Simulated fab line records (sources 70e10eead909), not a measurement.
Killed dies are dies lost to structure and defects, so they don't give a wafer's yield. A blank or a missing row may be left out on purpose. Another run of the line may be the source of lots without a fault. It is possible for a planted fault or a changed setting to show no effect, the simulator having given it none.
Which tool is to blame? + flow nandHarc + 42 wafers from 14 lots sampled at 4 of the route's 1159 steps

WHAT THE GAUGES SHOWED, per wafer
NHARC_THIN_TSV_THK_MEAS_02: measures by ir.
| lot  | measured     | on           | thkNm (nm)     |
|------|--------------|--------------|----------------|
| L197 | day 19 00:27 | filmMetro-01 | 3319 3154 3199 |
| L196 | day 19 01:38 | filmMetro-02 | 2831 2821 2669 |
| L198 | day 19 02:50 | filmMetro-01 | 2957 2903 2524 |
| L201 | day 19 21:38 | filmMetro-01 | 2783 3186 3102 |
| L202 | day 20 06:20 | filmMetro-02 | 3072 2840 2924 |
| L203 | day 20 05:08 | filmMetro-02 | 2934 2710 3047 |
| L204 | day 20 22:30 | filmMetro-01 | 2905 2449 2726 |
| L205 | day 20 23:42 | filmMetro-02 | 2921 3029 2994 |
| L206 | day 21 00:54 | filmMetro-01 | 3094 3186 2831 |
| L207 | day 21 09:58 | filmMetro-02 | 2976 3229 3208 |
| L215 | day 23 13:20 | filmMetro-02 | 3645 3163 3302 |
| L216 | day 23 21:02 | filmMetro-01 | 2778 2788 2791 |
| L217 | day 24 05:58 | filmMetro-02 | 2903 2871 2907 |
| L219 | day 24 14:47 | filmMetro-02 | 3232 2865 3064 |

NHARC_END_SORT_01.
| lot  | measured     | on        | killedAtArray | killedAtOther | killedAtPeriphery | killedDies  | killedOpen | killedShort |
|------|--------------|-----------|---------------|---------------|-------------------|-------------|------------|-------------|
| L215 | day 24 17:31 | prober-02 | 118 112 105   | 0 1 2         | 0 2 2             | 118 115 109 | 2 6 1      | 2 1 1       |
| L216 | day 25 01:14 | prober-02 | 125 120 140   | 0 1 0         | 1 2 2             | 126 123 142 | 2 6 5      | 4 0 1       |

WHICH TOOL RAN EACH LOT (tool, then ch and the chambers of the sampled wafers, then the start)
| lot  | NHARC_A_CONTACT_ETCH_120           | NHARC_THIN_TSV_CMP_01         |
|------|------------------------------------|-------------------------------|
| L197 | harCapEtch-02 ch 1, day 16 13:20   | cmp-04 ch 0,1, day 19 00:11   |
| L196 | harCapEtch-03 ch 0,1, day 16 13:39 | cmp-01 ch 1,2, day 19 01:23   |
| L198 | harCapEtch-02 ch 0,1, day 17 00:38 | cmp-04 ch 0,2, day 19 02:37   |
| L201 | harCapEtch-03 ch 0,1, day 17 14:19 | cmp-02 ch 0,1,3, day 19 21:25 |
| L202 | harCapEtch-03 ch 0,1, day 18 03:35 | cmp-02 ch 0,1,2, day 20 06:05 |
| L203 | harCapEtch-02 ch 0,1, day 18 07:38 | cmp-01 ch 0,2,3, day 20 04:56 |
| L204 | harCapEtch-02 ch 0,1, day 18 15:23 | cmp-04 ch 1,2,3, day 20 22:14 |
| L205 | harCapEtch-03 ch 0,1, day 18 17:07 | cmp-04 ch 1,2,3, day 20 23:28 |
| L206 | harCapEtch-02 ch 0,1, day 18 19:52 | cmp-01 ch 0,1,3, day 21 00:43 |
| L207 | harCapEtch-01 ch 0,1, day 18 22:07 | cmp-01 ch 0,1,2, day 21 09:43 |
| L215 | harCapEtch-01 ch 0,1, day 21 12:55 | cmp-02 ch 0,1,2, day 23 13:05 |
| L216 | harCapEtch-01 ch 0,1, day 21 15:58 | cmp-04 ch 1,2,3, day 23 20:46 |
| L217 | harCapEtch-02 ch 0,1, day 22 00:17 | cmp-01 ch 0,1,2, day 24 05:45 |
| L219 | harCapEtch-02 ch 0,1, day 22 10:32 | cmp-02 ch 0,1, day 24 14:31   |
- NHARC_A_CONTACT_ETCH_120: etches the open film in C4F8/O2/Ar, time 94 s, target depth 922 nm.
- NHARC_THIN_TSV_CMP_01: polishes.

WHAT THE TOOLS THEMSELVES READ (means of the sampled wafers that have a number; where no wafer has one, the mark that the record gives instead)
NHARC_THIN_TSV_CMP_01.
| lot  | tool   | edgeZonePressureFrac | motorCurrentA (A) | retainingRingPressureFrac |
|------|--------|----------------------|-------------------|---------------------------|
| L197 | cmp-04 | 0.999                | 12.3              | 1.003                     |
| L196 | cmp-01 | 1.000                | 11.9              | 0.994                     |
| L198 | cmp-04 | 1.001                | 11.1              | 1.001                     |
| L201 | cmp-02 | 0.996                | 10.7              | 0.998                     |
| L202 | cmp-02 | 0.999                | 11.7              | 0.998                     |
| L203 | cmp-01 | 1.006                | 12.2              | 0.994                     |
| L204 | cmp-04 | 1.002                | 13.0              | 0.999                     |
| L205 | cmp-04 | 0.996                | 13.2              | 0.998                     |
| L206 | cmp-01 | 0.999                | 11.9              | 0.997                     |
| L207 | cmp-01 | 1.002                | 12.6              | 1.002                     |
| L215 | cmp-02 | 1.001                | 11.8              | 0.997                     |
| L216 | cmp-04 | 1.002                | 13.5              | 0.998                     |
| L217 | cmp-01 | 1.001                | 12.6              | 0.999                     |
| L219 | cmp-02 | 1.002                | 11.6              | 0.994                     |

THE ANSWER, worked out from the rows above alone
Rule: the lots themselves supply what counts as usual. Put in order of their means at a reading, lots are off if they are a third of the lots or fewer, leave a main group of 4 or more, and stand apart from it by a gap of 3 or more times the standard deviation of the main group's means; of several such gaps the widest counts. The tables above print the reading to a certain number of digits; a main group whose means all agree to those digits is not used. Also off: a lot with no number at a reading for which 4 or more lots have one. All remaining lots with rows at the step are treated as sound. Order of review: gauges by route order, followed by the tools' own readings, for which a lot's mean as printed above is used. At the first step where some lot is off, the reading lying furthest off is the one used; lots without a number count as furthest.
No lot is off on any of the readings shown, so nothing can be concluded from this.

WHAT WAS PUT IN BY THE SIMULATOR
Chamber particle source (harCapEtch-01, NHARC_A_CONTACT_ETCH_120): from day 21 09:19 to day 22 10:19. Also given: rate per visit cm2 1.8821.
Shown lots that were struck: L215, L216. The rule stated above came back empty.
